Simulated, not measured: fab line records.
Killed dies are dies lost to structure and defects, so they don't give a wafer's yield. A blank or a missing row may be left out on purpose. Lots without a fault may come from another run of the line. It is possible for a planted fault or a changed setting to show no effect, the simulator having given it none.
fab line records	flow nand_harc
record lots=24	wafers=72	last_day=24
route steps=1159 shown P_BONDPAD@385 A_ONON_D1@445 A_CHANNEL_HOLE_D1@450
lots untouched by any fault: they come from a run of this same line in which no faults occurred
start_h: hours from the record's opening day to when the first of the lot's shown wafers began	wait_h: how many hours have passed since the lot's step before this one	" identical to the entry in the row above	L1.1+2: several wafers, shown together as one row	- no value, or no start given	* or withheld: withheld	< > ~ a bound
route shown NAME@n: NAME is a module with steps in the file, n the number in the route of the first one	usual: the fault-free wafers' mean and standard deviation	same: alike in all rows	chamber/n: place in a boat	sites: per-site readings	_std_site: their standard deviation	_edge_site: the outer-site mean with the inner-site mean subtracted	radius_mm: for every site, how far away it sits from the centre of the wafer	mask NAME#n: copy n	behind: the last tool/chamber to shape the wafer	hold: why the lot went on hold/how many hours it stayed there/how the hold came to an end	device: which transistor (n, p or np) failed to switch	end of line: at the end of the route, the tests of the same wafers	where a step has no rows: the recipe by itself	killed: dies lost to structure and defects at the first sort, not the wafer's yield	map: the dies of a wafer, with x for killed, . for not killed, _ for no die there
set.NAME: the setting the step ran with; set.NAME@STEP: the setting that earlier step ran with	model.NAME: the simulator's own value behind a step, which no gauge read
one table for each step of the route and one row for each wafer, over a sample of lots
services: from which hour (start_h, from the record's first day; less than 0 if before it) a tool's chamber was out of use, for how many hours, and why
## steps
# step NHARC_P_BONDPAD_INSPECT_23
# usual raw_defect_count=332/130
lot.wafer	tool	chamber	start_h	wait_h	raw_defect_count
L074.1	defect_inspect-02	-	133.76	0.1	256
L074.2	"	-	"	"	314
L074.5	"	-	"	"	438
L075.2	defect_inspect-01	-	146.54	0.0	499
L075.3	"	-	"	"	410
L075.5	"	-	"	"	672
L076.2	defect_inspect-01	-	147.48	0.0	296
L076.4	"	-	"	"	339
L076.5	"	-	"	"	302
L077.3	defect_inspect-01	-	147.96	0.0	538
L077.4	"	-	"	"	598
L077.6	"	-	"	"	1130
L078.2	defect_inspect-01	-	155.53	0.0	297
L078.3	"	-	"	"	380
L078.5	"	-	"	"	329
L079.2	defect_inspect-02	-	164.66	0.0	324
L079.3	"	-	"	"	305
L079.6	"	-	"	"	276
L080.2	defect_inspect-02	-	167.66	0.0	311
L080.4	"	-	"	"	333
L080.6	"	-	"	"	205
L081.1	defect_inspect-01	-	168.06	0.0	410
L081.2	"	-	"	"	498
L081.4	"	-	"	"	642
L083.1	defect_inspect-02	-	182.84	0.0	401
L083.3	"	-	"	"	286
L083.5	"	-	"	"	211
L084.1	defect_inspect-02	-	183.16	0.0	146
L084.2	"	-	"	"	185
L084.6	"	-	"	"	146
L082.1	defect_inspect-02	-	184.11	0.0	359
L082.3	"	-	"	"	277
L082.5	"	-	"	"	311
L085.1	defect_inspect-02	-	200.06	0.0	317
L085.4	"	-	"	"	253
L085.5	"	-	"	"	207
L087.2	defect_inspect-02	-	209.34	0.0	377
L087.4	"	-	"	"	323
L087.5	"	-	"	"	239
L086.1	defect_inspect-02	-	210.55	0.0	311
L086.4	"	-	"	"	365
L086.6	"	-	"	"	270
L088.2	defect_inspect-01	-	228.57	0.1	420
L088.3	"	-	"	"	509
L088.6	"	-	"	"	438
L089.1	defect_inspect-01	-	231.91	0.0	216
L089.2	"	-	"	"	224
L089.5	"	-	"	"	327
L090.1	defect_inspect-02	-	232.67	0.0	398
L090.3	"	-	"	"	252
L090.6	"	-	"	"	259
L091.1	defect_inspect-02	-	233.35	0.0	266
L091.4	"	-	"	"	232
L091.6	"	-	"	"	191
L092.1	defect_inspect-02	-	238.09	0.0	274
L092.3	"	-	"	"	320
L092.4	"	-	"	"	300
L093.1	defect_inspect-01	-	238.29	0.0	214
L093.2	"	-	"	"	443
L093.6	"	-	"	"	250
L094.1	defect_inspect-01	-	261.16	0.0	234
L094.4	"	-	"	"	345
L094.6	"	-	"	"	269
L095.1	defect_inspect-01	-	261.30	0.0	323
L095.3	"	-	"	"	340
L095.6	"	-	"	"	388
L096.2	defect_inspect-01	-	263.35	0.0	206
L096.4	"	-	"	"	310
L096.5	"	-	"	"	331
L097.2	defect_inspect-02	-	263.95	0.0	292
L097.4	"	-	"	"	469
L097.6	"	-	"	"	352
# step NHARC_A_ONON_D1_THK_MEAS_30
# recipe thk_meas_gauge=ellipsometry
# usual thk_nm=1001/11
lot.wafer	tool	chamber	start_h	wait_h	thk_nm
L074.1	film_metro-02	-	168.73	-	1003
L074.2	"	-	"	"	1001
L074.5	"	-	"	"	1003
L077.3	film_metro-01	-	184.32	-	997
L077.4	"	-	"	"	997
L077.6	"	-	"	"	996
L075.2	film_metro-01	-	184.34	-	1007
L075.3	"	-	"	"	1006
L075.5	"	-	"	"	1006
L076.2	film_metro-02	-	184.45	-	996
L076.4	"	-	"	"	996
L076.5	"	-	"	"	996
L078.2	film_metro-02	-	195.05	-	1002
L078.3	"	-	"	"	1004
L078.5	"	-	"	"	1003
L079.2	film_metro-02	-	199.96	-	1011
L079.3	"	-	"	"	1008
L079.6	"	-	"	"	1010
L081.1	film_metro-01	-	203.49	-	987
L081.2	"	-	"	"	988
L081.4	"	-	"	"	988
L080.2	film_metro-02	-	203.50	-	1013
L080.4	"	-	"	"	1013
L080.6	"	-	"	"	1013
L082.1	film_metro-02	-	219.55	-	996
L082.3	"	-	"	"	998
L082.5	"	-	"	"	998
L083.1	film_metro-02	-	219.69	-	1007
L083.3	"	-	"	"	1005
L083.5	"	-	"	"	1008
L084.1	film_metro-02	-	219.90	-	986
L084.2	"	-	"	"	983
L084.6	"	-	"	"	985
L085.1	film_metro-01	-	238.81	-	1013
L085.4	"	-	"	"	1013
L085.5	"	-	"	"	1015
L087.2	film_metro-01	-	246.63	-	993
L087.4	"	-	"	"	991
L087.5	"	-	"	"	993
L086.1	film_metro-02	-	246.65	-	1016
L086.4	"	-	"	"	1016
L086.6	"	-	"	"	1017
L090.1	film_metro-02	-	267.22	-	997
L090.3	"	-	"	"	997
L090.6	"	-	"	"	997
L088.2	film_metro-01	-	267.23	-	999
L088.3	"	-	"	"	998
L088.6	"	-	"	"	998
L091.1	film_metro-02	-	267.36	-	1004
L091.4	"	-	"	"	1007
L091.6	"	-	"	"	1006
L089.1	film_metro-01	-	267.58	-	1007
L089.2	"	-	"	"	1008
L089.5	"	-	"	"	1007
L092.1	film_metro-01	-	275.02	-	971
L092.3	"	-	"	"	971
L092.4	"	-	"	"	970
L093.1	film_metro-02	-	275.03	-	998
L093.2	"	-	"	"	997
L093.6	"	-	"	"	998
L094.1	film_metro-02	-	298.06	-	998
L094.4	"	-	"	"	998
L094.6	"	-	"	"	997
L096.2	film_metro-01	-	298.08	-	1015
L096.4	"	-	"	"	1014
L096.5	"	-	"	"	1017
L097.2	film_metro-02	-	298.22	-	997
L097.4	"	-	"	"	997
L097.6	"	-	"	"	998
L095.1	film_metro-02	-	298.43	-	1015
L095.3	"	-	"	"	1014
L095.6	"	-	"	"	1012
# step NHARC_A_ONON_D1_DEP_33
# recipe target_thk_a=2000	temp_c=400	pressure_torr=6.5	rf_w=900	teos_flow_sccm=161.4	flow_sccm=2650	target_thk_nm=200	gas=O2	material=SiO2
# usual heater_power_w=577/110	throttle_valve_pct=15.8/0.4
lot.wafer	tool	chamber	start_h	wait_h	heater_power_w	throttle_valve_pct
L074.2	pecvd-02	1	168.85	0.1	544	15.4
L074.1	"	0	"	"	666	15.9
L074.5	"	0	"	"	682	15.9
L075.2	pecvd-01	2	184.40	0.1	408	16.0
L075.3	"	0	"	"	699	16.3
L075.5	"	0	"	"	709	16.6
L077.3	pecvd-04	2	184.42	0.1	510	15.9
L077.4	"	1	"	"	505	16.0
L077.6	"	0	"	"	612	14.9
L076.2	pecvd-02	0	184.56	0.1	532	15.6
L076.5	"	2	"	"	746	16.0
L076.4	"	0	"	"	556	15.9
L078.3	pecvd-02	1	195.11	0.1	575	15.5
L078.2	"	0	"	"	573	15.7
L078.5	"	0	"	"	584	15.8
L079.2	pecvd-01	1	200.01	0.1	364	16.3
L079.3	"	0	"	"	702	16.4
L079.6	"	0	"	"	705	16.3
L081.2	pecvd-01	1	203.55	0.1	440	16.7
L081.1	"	2	"	"	461	15.9
L081.4	"	1	"	"	434	16.6
L080.2	pecvd-02	0	203.56	0.1	661	15.9
L080.6	"	1	"	"	512	15.8
L080.4	"	2	"	"	674	15.4
L082.1	pecvd-01	0	219.61	0.1	613	16.2
L082.3	"	2	"	"	417	15.7
L082.5	"	0	"	"	642	16.7
L083.1	pecvd-02	0	220.05	0.4	592	16.0
L083.3	"	1	"	"	601	15.9
L083.5	"	2	"	"	716	15.6
L084.2	pecvd-04	1	220.19	0.3	691	15.9
L084.1	"	2	"	"	417	15.8
L084.6	"	0	"	"	593	15.0
L085.1	pecvd-04	2	239.07	0.3	478	15.6
L085.4	"	2	"	"	493	15.6
L085.5	"	0	"	"	538	15.0
L087.2	pecvd-02	2	247.20	0.6	694	15.7
L087.4	"	2	"	"	730	15.7
L087.5	"	1	"	"	570	15.6
L086.1	pecvd-02	2	247.52	0.9	623	15.8
L086.4	"	2	"	"	649	15.8
L086.6	"	0	"	"	609	16.0
L090.1	pecvd-02	1	267.27	0.1	481	15.8
L090.3	"	2	"	"	712	15.8
L090.6	"	1	"	"	499	15.8
L088.3	pecvd-01	1	267.28	0.1	393	15.8
L088.2	"	2	"	"	398	16.0
L088.6	"	2	"	"	405	15.9
L091.1	pecvd-02	0	267.54	0.2	591	16.1
L091.4	"	1	"	"	508	15.9
L091.6	"	2	"	"	695	15.5
L089.1	pecvd-04	0	267.79	0.2	609	14.9
L089.2	"	2	"	"	491	15.7
L089.5	"	0	"	"	622	14.9
L092.1	pecvd-02	1	275.12	0.1	518	15.7
L092.3	"	2	"	"	696	15.5
L092.4	"	2	"	"	720	15.7
L093.2	pecvd-02	0	275.35	0.3	662	16.3
L093.1	"	1	"	"	595	15.7
L093.6	"	0	"	"	641	16.0
L094.1	pecvd-01	2	298.12	0.1	372	15.7
L094.4	"	2	"	"	381	16.0
L094.6	"	0	"	"	641	15.8
L096.2	pecvd-04	0	298.29	0.2	519	15.0
L096.4	"	2	"	"	384	16.1
L096.5	"	0	"	"	527	15.2
L097.2	pecvd-02	2	298.31	0.1	601	15.7
L097.6	"	0	"	"	693	16.2
L097.4	"	1	"	"	534	15.9
L095.3	pecvd-04	2	298.48	0.1	425	15.9
L095.1	"	0	"	"	544	14.9
L095.6	"	0	"	"	552	15.1
# step NHARC_A_CHANNEL_HOLE_D1_DEP_00
# recipe target_thk_a=31000	temp_c=400	material=aC
# usual throttle_valve_pct=35.000/0.0086
lot.wafer	tool	chamber	start_h	wait_h	throttle_valve_pct
L074.1	acl_dep-01	0	170.79	1.5	35.015
L074.2	"	0	"	"	35.003
L074.5	"	0	"	"	35.006
L077.3	acl_dep-02	0	186.14	1.3	35.008
L077.4	"	0	"	"	35.000
L077.6	"	0	"	"	35.016
L075.2	acl_dep-01	0	186.76	1.9	34.988
L075.3	"	0	"	"	35.007
L075.5	"	0	"	"	35.010
L076.2	acl_dep-03	0	187.15	2.1	35.006
L076.4	"	0	"	"	34.996
L076.5	"	0	"	"	34.996
L078.2	acl_dep-03	0	195.98	0.4	35.015
L078.3	"	0	"	"	34.993
L078.5	"	0	"	"	35.003
L079.2	acl_dep-03	0	201.03	0.4	35.013
L079.3	"	0	"	"	34.988
L079.6	"	0	"	"	35.019
L081.1	acl_dep-03	0	204.12	0.1	35.015
L081.2	"	0	"	"	35.007
L081.4	"	0	"	"	35.000
L080.2	acl_dep-02	0	204.42	0.4	34.992
L080.4	"	0	"	"	35.007
L080.6	"	0	"	"	35.007
L082.1	acl_dep-01	0	220.16	0.1	34.993
L082.3	"	0	"	"	35.004
L082.5	"	0	"	"	35.001
L083.1	acl_dep-03	0	221.46	0.9	34.990
L083.3	"	0	"	"	34.991
L083.5	"	0	"	"	34.983
L084.1	acl_dep-02	0	221.66	1.0	34.990
L084.2	"	0	"	"	34.986
L084.6	"	0	223.23	2.6	35.010
L085.1	acl_dep-02	0	239.61	0.1	35.003
L085.4	"	0	"	"	34.991
L085.5	"	0	"	"	35.004
L086.1	acl_dep-02	0	248.02	0.1	35.004
L086.4	"	0	"	"	34.983
L086.6	"	0	"	"	35.001
L087.2	acl_dep-01	0	248.06	0.4	35.003
L087.4	"	0	"	"	34.996
L087.5	"	0	"	"	35.002
L090.1	acl_dep-03	0	267.82	0.1	34.994
L090.3	"	0	"	"	35.003
L090.6	"	0	"	"	35.004
L091.1	acl_dep-02	0	268.39	0.4	34.994
L091.4	"	0	"	"	34.989
L091.6	"	0	"	"	35.002
L088.2	acl_dep-01	0	268.58	0.8	35.005
L088.3	"	0	"	"	35.007
L088.6	"	0	"	"	35.027
L089.1	acl_dep-01	0	270.15	1.7	35.007
L089.2	"	0	"	"	34.992
L089.5	"	0	"	"	35.002
L092.1	acl_dep-01	0	275.65	0.1	35.009
L092.3	"	0	"	"	35.008
L092.4	"	0	"	"	34.998
L093.1	acl_dep-02	0	277.42	1.6	34.997
L093.2	"	0	"	"	35.000
L093.6	"	0	279.00	3.2	35.002
L096.2	acl_dep-02	0	300.64	1.9	35.011
L096.4	"	0	"	"	34.990
L096.5	"	0	"	"	34.998
L094.1	acl_dep-03	0	301.32	2.6	35.006
L094.4	"	0	"	"	34.994
L094.6	"	0	"	"	34.998
L097.2	acl_dep-02	0	302.55	3.7	35.006
L097.4	"	0	"	"	34.994
L097.6	"	0	"	"	35.001
L095.1	acl_dep-03	0	303.21	4.2	34.995
L095.3	"	0	"	"	34.989
L095.6	"	0	"	"	35.005
# step NHARC_A_CHANNEL_HOLE_D1_INSPECT_12
# usual raw_defect_count=5.2/2.6
lot.wafer	tool	chamber	start_h	wait_h	raw_defect_count
L074.1	defect_inspect-02	-	173.60	0.0	3
L074.2	"	-	"	"	6
L074.5	"	-	"	"	7
L077.3	defect_inspect-02	-	188.27	0.0	9
L077.4	"	-	"	"	5
L077.6	"	-	"	"	7
L075.2	defect_inspect-02	-	189.23	0.0	4
L075.3	"	-	"	"	5
L075.5	"	-	"	"	7
L076.2	defect_inspect-02	-	189.63	0.0	2
L076.4	"	-	"	"	3
L076.5	"	-	"	"	2
L078.2	defect_inspect-01	-	198.61	0.0	2
L078.3	"	-	"	"	7
L078.5	"	-	"	"	7
L079.2	defect_inspect-02	-	203.34	0.0	5
L079.3	"	-	"	"	6
L079.6	"	-	"	"	4
L080.2	defect_inspect-01	-	206.76	0.0	8
L080.4	"	-	"	"	8
L080.6	"	-	"	"	5
L081.1	defect_inspect-01	-	206.95	0.0	7
L081.2	"	-	"	"	5
L081.4	"	-	"	"	5
L082.1	defect_inspect-01	-	222.97	0.0	3
L082.3	"	-	"	"	6
L082.5	"	-	"	"	7
L083.1	defect_inspect-02	-	224.30	0.0	5
L083.3	"	-	"	"	4
L083.5	"	-	"	"	8
L084.1	defect_inspect-02	-	224.55	0.0	3
L084.2	"	-	"	"	2
L084.6	"	-	"	"	5
L085.1	defect_inspect-01	-	242.50	0.0	9
L085.4	"	-	"	"	3
L085.5	"	-	"	"	5
L087.2	defect_inspect-01	-	250.60	0.0	8
L087.4	"	-	"	"	5
L087.5	"	-	"	"	8
L086.1	defect_inspect-02	-	250.86	0.0	8
L086.4	"	-	"	"	2
L086.6	"	-	"	"	5
L090.1	defect_inspect-02	-	270.66	0.0	4
L090.3	"	-	"	"	5
L090.6	"	-	"	"	6
L088.2	defect_inspect-01	-	271.03	0.0	7
L088.3	"	-	"	"	5
L088.6	"	-	"	"	5
L091.1	defect_inspect-02	-	271.18	0.0	3
L091.4	"	-	"	"	3
L091.6	"	-	"	"	5
L089.1	defect_inspect-02	-	273.04	0.0	2
L089.2	"	-	"	"	3
L089.5	"	-	"	"	7
L092.1	defect_inspect-01	-	278.48	0.0	3
L092.3	"	-	"	"	7
L092.4	"	-	"	"	5
L093.1	defect_inspect-02	-	280.18	0.0	2
L093.2	"	-	"	"	1
L093.6	"	-	"	"	4
L096.2	defect_inspect-01	-	303.12	0.0	5
L096.4	"	-	"	"	6
L096.5	"	-	"	"	6
L094.1	defect_inspect-01	-	303.95	0.0	7
L094.4	"	-	"	"	4
L094.6	"	-	"	"	4
L097.2	defect_inspect-01	-	305.22	0.0	7
L097.4	"	-	"	"	5
L097.6	"	-	"	"	6
L095.1	defect_inspect-01	-	305.96	0.0	12
L095.3	"	-	"	"	4
L095.6	"	-	"	"	11
# step NHARC_A_CHANNEL_HOLE_D1_ETCH_39
# recipe target_depth_a=2600	over_etch_frac=0.3	time_s=325	ion_energy_ev=200	n2_flow_sccm=150	h2_flow_sccm=150	ar_flow_sccm=0	rf_w=400	bias_w=150	chemistry=N2/H2
# usual drypump_motor_current_A=5.9/0.46	oes_product_au=0.998/0.011	rf_vpp_V=430.4/2.9	showerhead_plenum_p_Torr=2.04/0.1	throttle_valve_pct=14.172/0.0098
lot.wafer	tool	chamber	start_h	wait_h	drypump_motor_current_A	oes_product_au	rf_hours_counter_h	rf_vpp_V	showerhead_plenum_p_Torr	throttle_valve_pct
L074.2	rie_diel-10	1	-	-	5.2	1.012	12	431.8	2.10	14.181
L074.1	"	3	"	"	6.7	1.000	13	429.7	2.00	14.163
L074.5	"	1	"	"	5.2	1.009	-	432.2	2.10	14.180
L077.3	rie_diel-04	3	-	-	6.4	0.987	4	427.8	1.98	14.162
L077.4	"	1	"	"	6.1	0.994	4	428.0	1.96	14.162
L077.6	"	0	"	"	6.0	1.005	-	427.3	1.92	14.165
L075.3	rie_diel-13	3	-	-	6.2	0.996	5	426.6	1.92	14.184
L075.2	"	0	"	"	5.4	0.990	5	431.7	2.09	14.178
L075.5	"	3	"	"	6.1	1.013	-	426.4	1.92	14.171
L076.4	rie_diel-10	0	-	-	6.0	0.995	0	426.4	1.94	14.177
L076.2	"	1	"	"	5.2	1.009	0	431.9	2.10	14.173
L076.5	"	2	"	"	5.9	0.998	-	434.8	2.19	14.169
L078.2	rie_diel-13	2	-	-	5.5	0.987	7	434.6	2.19	14.180
L078.3	"	0	"	"	5.4	0.993	5	431.4	2.09	14.185
L078.5	"	2	"	"	5.4	0.992	-	433.7	2.19	14.197
L079.3	rie_diel-04	1	-	-	6.1	0.989	5	428.4	1.96	14.184
L079.2	"	2	"	"	5.1	0.995	4	432.5	2.09	14.163
L079.6	"	0	"	"	6.0	0.992	-	427.4	1.92	14.152
L080.2	rie_diel-04	2	-	-	5.1	0.999	5	431.7	2.09	14.175
L080.4	"	3	"	"	6.4	0.981	5	430.2	1.98	14.169
L080.6	"	2	"	"	5.1	0.992	-	432.4	2.09	14.165
L081.4	rie_diel-13	1	-	-	6.3	1.011	7	434.0	2.19	14.169
L081.1	"	2	"	"	5.5	0.994	7	434.7	2.19	14.160
L081.2	"	3	"	"	6.2	0.989	7	426.5	1.92	14.183
L082.3	rie_diel-04	0	-	-	6.0	1.002	7	427.8	1.92	14.173
L082.1	"	1	"	"	6.1	0.999	7	428.7	1.96	14.166
L082.5	"	1	"	"	6.1	0.992	-	429.6	1.96	14.155
L083.3	rie_diel-13	0	-	-	5.4	0.978	8	431.6	2.09	14.186
L083.1	"	3	"	"	6.1	0.986	9	427.7	1.92	14.156
L083.5	"	0	"	"	5.4	0.989	-	431.9	2.09	14.173
L084.2	rie_diel-10	2	-	-	5.9	0.996	3	434.3	2.19	14.172
L084.1	"	0	"	"	6.0	1.002	3	427.6	1.93	14.150
L084.6	"	2	"	"	5.9	0.996	-	434.0	2.19	14.168
L085.4	rie_diel-04	0	-	-	6.0	0.988	8	427.7	1.92	14.161
L085.1	"	1	"	"	6.1	1.007	8	430.4	1.96	14.171
L085.5	"	1	"	"	6.1	1.001	-	428.6	1.96	14.168
L087.2	rie_diel-13	0	-	-	5.4	0.994	10	432.6	2.09	14.186
L087.4	"	3	"	"	6.1	1.006	11	426.8	1.92	14.170
L087.5	"	1	"	"	6.3	1.009	-	433.2	2.19	14.176
L086.4	rie_diel-10	1	-	-	5.2	0.992	4	433.9	2.10	14.159
L086.1	"	2	"	"	5.8	0.995	4	433.7	2.18	14.161
L086.6	"	1	"	"	5.2	0.994	-	430.8	2.10	14.162
L090.3	rie_diel-04	3	-	-	6.4	0.988	8	428.7	1.98	14.172
L090.1	"	0	"	"	6.0	1.006	9	426.8	1.92	14.188
L090.6	"	2	"	"	5.1	0.998	-	431.7	2.09	14.176
L088.3	rie_diel-10	1	-	-	5.3	1.001	5	432.7	2.10	14.177
L088.2	"	3	"	"	6.6	1.014	6	428.6	2.00	14.183
L088.6	"	2	"	"	5.8	0.988	-	434.3	2.18	14.170
L091.4	rie_diel-13	3	-	-	6.2	1.002	13	426.6	1.92	14.187
L091.1	"	1	"	"	6.3	0.992	12	433.9	2.19	14.177
L091.6	"	3	"	"	6.2	1.001	-	426.5	1.92	14.183
L089.1	rie_diel-04	3	-	-	6.4	0.983	9	428.3	1.98	14.180
L089.2	"	0	"	"	6.0	1.020	10	426.0	1.92	14.157
L089.5	"	2	"	"	5.1	1.001	-	430.1	2.09	14.156
L092.4	rie_diel-10	0	-	-	6.0	0.982	6	427.0	1.93	14.186
L092.1	"	2	"	"	5.9	0.998	6	435.1	2.18	14.154
L092.3	"	3	"	"	6.6	1.004	7	429.2	2.00	14.167
L093.1	rie_diel-04	0	-	-	6.0	1.000	10	426.1	1.92	14.170
L093.2	"	2	"	"	5.1	1.003	9	432.7	2.09	14.165
L093.6	"	3	"	"	6.5	0.986	-	430.5	1.98	14.191
L096.2	rie_diel-04	3	-	-	6.4	0.997	0	429.4	1.98	14.169
L096.4	"	1	"	"	6.1	1.003	0	428.2	1.96	14.164
L096.5	"	0	"	"	6.0	1.018	-	427.7	1.92	14.182
L094.4	rie_diel-10	3	-	-	6.6	1.010	9	429.8	2.00	14.158
L094.1	"	0	"	"	6.0	0.980	9	428.5	1.93	14.173
L094.6	"	0	"	"	6.0	1.000	-	426.9	1.93	14.155
L097.4	rie_diel-04	1	-	-	6.1	0.999	1	427.8	1.96	14.169
L097.2	"	2	"	"	5.1	1.022	1	433.1	2.09	14.173
L097.6	"	0	"	"	6.0	1.020	-	428.3	1.92	14.161
L095.1	rie_diel-13	2	-	-	5.4	0.994	1	434.3	2.18	14.178
L095.3	"	3	"	"	6.2	0.984	1	426.6	1.92	14.171
L095.6	"	1	"	"	6.3	0.988	-	435.9	2.19	14.175
## services
tool	chamber	start_h	hours	kind
pecvd-02	-	153.00	13.0	pm
pecvd-02	0	153.00	13.0	vent_cycle
pecvd-02	1	153.00	13.0	vent_cycle
pecvd-02	2	153.00	13.0	vent_cycle
rie_diel-13	-	158.91	3.6	repair
rie_diel-10	1	160.92	7.2	repair
pecvd-02	0	166.00	-	clean
acl_dep-02	-	167.47	13.0	pm
rie_diel-10	-	176.50	9.0	pm
pecvd-04	-	195.00	13.0	pm
pecvd-01	-	204.38	0.6	repair
acl_dep-03	-	225.03	13.0	pm
rie_diel-13	1	234.71	1.2	repair
pecvd-01	-	237.05	13.0	pm
pecvd-04	2	246.76	4.9	repair
pecvd-04	1	251.20	27.9	repair
pecvd-02	-	251.24	3.0	repair
rie_diel-13	-	276.00	9.0	pm
rie_diel-04	-	288.90	9.0	pm
pecvd-01	-	290.37	2.0	repair
rie_diel-10	-	294.21	0.8	repair
acl_dep-01	-	294.22	13.0	pm
pecvd-01	1	297.26	19.5	repair
acl_dep-03	-	297.61	3.7	repair
## key
fault none
